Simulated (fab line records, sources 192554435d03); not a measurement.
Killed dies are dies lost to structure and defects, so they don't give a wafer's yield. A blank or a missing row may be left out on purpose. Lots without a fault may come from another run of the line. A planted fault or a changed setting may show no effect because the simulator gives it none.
Problem report in the 8D (eight disciplines) form, filled by code | flow n5_finfet | the parts of the form that need people (team, actions taken, sign-off) are left out

1. THE PROBLEM
IOFF_N_LONG at N5_BEOL_M4_RC_MEAS_101 reads a mean of 7.0e-03 nA/um on 2 wafers of 2 lots; wafers without a fault read 5.5e-05 nA/um with a standard deviation of 3.2e-06. That is +99 or more standard deviations from the usual mean.
First seen on wafer L474.2, day 9 17:10, on prober-01. The record holds 25 wafers of 9 lots with a number at this step. Rule for "out", or "out of limits": more than 4 standard deviations from the usual mean. The other wafers with a number count as sound.

2. WHAT IT IS AND WHAT IT IS NOT
question                    | is                                                                            | is not
which readings at this step | IOFF_N_LONG, IOFF_N, IOFF_N_85C, IOFF_N_LIN, ION_N, VT_N, VT_N_LONG, VT_P_LVT | DIBL_N, DIBL_P, IOFF_P, ION_P, SS_N, SS_P, VT_P
which lots                  | L474, L480                                                                    | L467, L468, L469, L470, L472, L486, L489
which wafers of those lots  | L474.2, L480.3                                                                | L474.1, L480.1
read on which gauges        | prober-01, prober-02                                                          | -
when                        | from day 9 17:10                                                              | up to then (16 sound wafers); but 7 sound wafers of L480, L486, L489 came after

3. SUSPECTS, AND WHAT RULES EACH OUT
Counting: a tool at a process step up to the reading stays a suspect if it ran every lot that is out. Sound lots after the first of them don't rule it out here, since some wafers of a struck lot are sound.
- the gauge at N5_BEOL_M4_RC_MEAS_101: ruled out. The wafers that are out were read on 2 gauges (prober-01, prober-02).
- rie_diel-04 at N5_HKMG_FIN_ETCH_58 (etches SOC in N2/H2, target depth 215.8 nm, time 741 s): kept. It ran every lot that is out, first L474 (day 6 02:52); its last sound lot up to then is L470 (day 4 23:57). Its own readings are out on those wafers: run_length_s.
- rie_diel-04 at N5_HKMG_FIN_STRIP_93 (strips SOC in N2/H2, time 20 s): kept. It ran every lot that is out, first L474 (day 6 03:17); its last sound lot up to then is L470 (day 5 00:22).
Left after counting: rie_diel-04 at N5_HKMG_FIN_ETCH_58, rie_diel-04 at N5_HKMG_FIN_STRIP_93.

4. THE CAUSE (what the simulator had put in)
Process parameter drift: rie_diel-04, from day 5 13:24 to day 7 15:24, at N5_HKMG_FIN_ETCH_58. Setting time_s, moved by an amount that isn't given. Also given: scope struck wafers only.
Counting left 2 suspects, and this tool is among them.

5. THE CHAIN OF EFFECTS, in route order
Each row: a reading whose mean over the struck wafers that have a number lies more than 3 standard deviations from the usual. Only readings for which the record gives a usual standard deviation are gone through. hours: the time from each lot's start at the first step in this table that gives one to its start at this step, as a median over the lots. sigmas: the change in usual standard deviations.
hours | step                    | reading            | usual         | on struck wafers | change   | sigmas
0     | N5_HKMG_FIN_ETCH_58     | run_length_s       | 764.5 s       | 494.8            | -269.8   | -99 or more
90    | N5_BEOL_M4_RC_MEAS_101  | IOFF_N             | 0.18 nA/um    | 21.68            | +21.50   | +99 or more
90    | N5_BEOL_M4_RC_MEAS_101  | IOFF_N_85C         | 3.4 nA/um     | 193.4            | +190.0   | +99 or more
90    | N5_BEOL_M4_RC_MEAS_101  | IOFF_N_LIN         | 0.080 nA/um   | 10.079           | +9.999   | +99 or more
90    | N5_BEOL_M4_RC_MEAS_101  | IOFF_N_LONG        | 5.5e-05 nA/um | 7.0e-03          | +7.0e-03 | +99 or more
90    | N5_BEOL_M4_RC_MEAS_101  | ION_N              | 683 uA/um     | 878              | +196     | +12
90    | N5_BEOL_M4_RC_MEAS_101  | VT_N               | 249 mV        | 109              | -140     | -33
90    | N5_BEOL_M4_RC_MEAS_101  | VT_N_LONG          | 274.9 mV      | 133.3            | -141.5   | -74
90    | N5_BEOL_M4_RC_MEAS_101  | VT_P_LVT           | -98 mV        | -128             | -30      | -8.2
193   | N5_PASSIVATION_PROBE_49 | sort_bin_4_leakage | 0.0 %         | 89.2             | +89.2    | +99 or more
193   | N5_PASSIVATION_PROBE_49 | sort_n_pass        | 1078          | 0                | -1078    | -54
193   | N5_PASSIVATION_PROBE_49 | sort_yield_pct     | 91.3 %        | 0.0              | -91.3    | -54
The process steps in it:
- N5_HKMG_FIN_ETCH_58: etches SOC in N2/H2, target depth 215.8 nm, time 741 s.
- N5_PASSIVATION_PROBE_49

6. WHAT WOULD HAVE CAUGHT IT SOONER
In this record the first reading out of limits at a measuring or inspecting step was taken at day 9 17:10, 100 hours after the fault began at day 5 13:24.
The tool's own readings at N5_HKMG_FIN_ETCH_58 were out on every struck wafer that the step has a row for (run_length_s): an alarm limit on them would have fired on the first of those.
All the lots that are out (2) had begun N5_HKMG_FIN_ETCH_58 on rie_diel-04 by day 9 17:10. A hold on the tool at that time would have spared none of them.
